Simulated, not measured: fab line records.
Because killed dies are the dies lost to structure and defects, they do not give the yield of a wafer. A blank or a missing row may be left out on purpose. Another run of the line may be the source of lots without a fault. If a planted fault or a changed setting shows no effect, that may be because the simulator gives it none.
Matching of chambers || flow n5-finfet || N5_STI_FIN_REVEAL_STRIP_24 on rie-diel-02 has 4 sister chambers
The step strips in N2/H2, time 90 s. 4 wafers are shown with their chamber, then 12 later ones without.

## WAFERS, EACH WITH ITS CHAMBER
{"wafer": "L088.5", "chamber": 1, "showerhead-plenum-p-Torr (Torr)": 3.51}
{"wafer": "L090.5", "chamber": 0, "showerhead-plenum-p-Torr (Torr)": 3.23}
{"wafer": "L092.2", "chamber": 2, "showerhead-plenum-p-Torr (Torr)": 3.56}
{"wafer": "L092.5", "chamber": 3, "showerhead-plenum-p-Torr (Torr)": 3.25}

## WAFERS WITHOUT THEIR CHAMBER
{"wafer": "L093.1", "showerhead-plenum-p-Torr (Torr)": 3.25}
{"wafer": "L093.4", "showerhead-plenum-p-Torr (Torr)": 3.56}
{"wafer": "L093.5", "showerhead-plenum-p-Torr (Torr)": 3.25}
{"wafer": "L094.1", "showerhead-plenum-p-Torr (Torr)": 3.25}
{"wafer": "L094.5", "showerhead-plenum-p-Torr (Torr)": 3.55}
{"wafer": "L094.6", "showerhead-plenum-p-Torr (Torr)": 3.25}
{"wafer": "L095.4", "showerhead-plenum-p-Torr (Torr)": 3.51}
{"wafer": "L095.5", "showerhead-plenum-p-Torr (Torr)": 3.51}
{"wafer": "L095.6", "showerhead-plenum-p-Torr (Torr)": 3.23}
{"wafer": "L096.3", "showerhead-plenum-p-Torr (Torr)": 3.55}
{"wafer": "L096.4", "showerhead-plenum-p-Torr (Torr)": 3.50}
{"wafer": "L096.6", "showerhead-plenum-p-Torr (Torr)": 3.25}

## WHICH CHAMBER EACH WENT THROUGH
{"wafer": "L093.1", "from the rows above": 3, "in truth": 3}
{"wafer": "L093.4", "from the rows above": 2, "in truth": 2}
{"wafer": "L093.5", "from the rows above": 3, "in truth": 3}
{"wafer": "L094.1", "from the rows above": 3, "in truth": 3}
{"wafer": "L094.5", "from the rows above": 2, "in truth": 2}
{"wafer": "L094.6", "from the rows above": 3, "in truth": 3}
{"wafer": "L095.4", "from the rows above": 1, "in truth": 1}
{"wafer": "L095.5", "from the rows above": 1, "in truth": 1}
{"wafer": "L095.6", "from the rows above": 0, "in truth": 0}
{"wafer": "L096.3", "from the rows above": 2, "in truth": 2}
{"wafer": "L096.4", "from the rows above": 1, "in truth": 1}
{"wafer": "L096.6", "from the rows above": 3, "in truth": 3}
12 of 12 placed correctly. Left unplaced by these rows: 0. Number placed wrongly: 0.
How it was worked out, from the rows above alone: a wafer's distance from a chamber is the root of the sum, over the readings, of the square of ((its reading less the chamber's mean) divided by the reading's scatter). If the next closest chamber is less than 2 further off than the closest, the wafer can't be placed; otherwise it belongs to the closest. The mean given for a chamber averages the wafers shown for that chamber. The scatter: with one shown wafer a chamber, the root of the mean of the squares of how far each hidden wafer lies from its nearest shown one.
